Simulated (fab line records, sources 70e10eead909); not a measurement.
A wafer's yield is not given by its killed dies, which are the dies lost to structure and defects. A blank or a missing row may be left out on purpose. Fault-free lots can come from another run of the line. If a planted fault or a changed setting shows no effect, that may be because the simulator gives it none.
Which tool is to blame? ; flow nand_harc ; 12 lots, 36 wafers sampled, at 2 steps of a route of 1302

## WHAT THE GAUGES READ, wafer by wafer
NHARC_A_CONTACT_CD_MEAS_15.
lot;measured;on;cd_nm (nm)
L768;day 22 17:46;cd_sem-02;190.2 189.6 189.2
L770;day 23 11:18;cd_sem-02;190.7 190.2 191.1
L771;day 23 12:58;cd_sem-01;190.2 189.0 189.4
L769;day 23 15:56;cd_sem-03;189.9 189.6 190.3
L773;day 24 01:42;cd_sem-03;189.4 189.1 190.3
L772;day 24 03:43;cd_sem-03;190.3 190.4 190.7
L775;day 25 05:53;cd_sem-03;190.5 189.2 190.7
L774;day 25 12:16;cd_sem-03;190.3 189.6 190.4
L779;day 27 11:02;cd_sem-02;190.1 190.7 190.0
L784;day 29 21:15;cd_sem-02;190.1 189.5 189.7
L785;day 30 02:28;cd_sem-01;190.5 190.0 189.7
L790;day 32 02:35;cd_sem-02;189.2 189.5 189.7

## EACH LOT AND THE TOOL THAT RAN IT (in order: tool; ch and the chambers of the sampled wafers; start)
lot;NHARC_A_CONTACT_ETCH_138
L768;har_cap_etch-03 ch 0,1, day 22 16:47
L770;har_cap_etch-01 ch 0, day 23 10:16
L771;har_cap_etch-02 ch 0,1, day 23 11:54
L769;har_cap_etch-03 ch 0,1, day 23 14:59
L773;har_cap_etch-03 ch 0,1, day 24 00:44
L772;har_cap_etch-01 ch 0,1, day 24 02:40
L775;har_cap_etch-03 ch 0,1, day 25 04:51
L774;har_cap_etch-01 ch 0,1, day 25 11:15
L779;har_cap_etch-03 ch 0,1, day 27 10:02
L784;har_cap_etch-01 ch 0,1, day 29 20:15
L785;har_cap_etch-03 ch 0,1, day 30 01:25
L790;har_cap_etch-01 ch 0,1, day 32 01:38
- NHARC_A_CONTACT_ETCH_138: etches the open film in C4F8/O2/Ar, time 311 s, target depth 1914 nm.

## WHAT THE TOOLS THEMSELVES READ (means of the sampled wafers that have a number; where no wafer has one, the mark that the record gives instead)
The record holds no such reading with a usual standard deviation.

## THE ANSWER, worked out from the rows above alone
Rule: the usual values come from the lots themselves. Put in order of their means at a reading, lots are off if they are a third of the lots or fewer, leave a main group of 4 or more, and stand apart from it by a gap of 3 or more times the standard deviation of the main group's means; of several such gaps the widest counts. A main group whose means are all the same, to the digits that the tables above print for the reading, isn't used. Also off: a lot with no number at a reading for which 4 or more lots have one. Any other lot the step has rows for is counted as sound. After the gauges, taken in route order, come the tools' own readings; for these a lot's mean is taken, as printed above. At the first step where some lot is off, the reading lying furthest off is the one used; lots without a number count as furthest.
Nothing can be told from this: no lot is off at any reading shown.

## WHAT THE SIMULATOR PUT IN
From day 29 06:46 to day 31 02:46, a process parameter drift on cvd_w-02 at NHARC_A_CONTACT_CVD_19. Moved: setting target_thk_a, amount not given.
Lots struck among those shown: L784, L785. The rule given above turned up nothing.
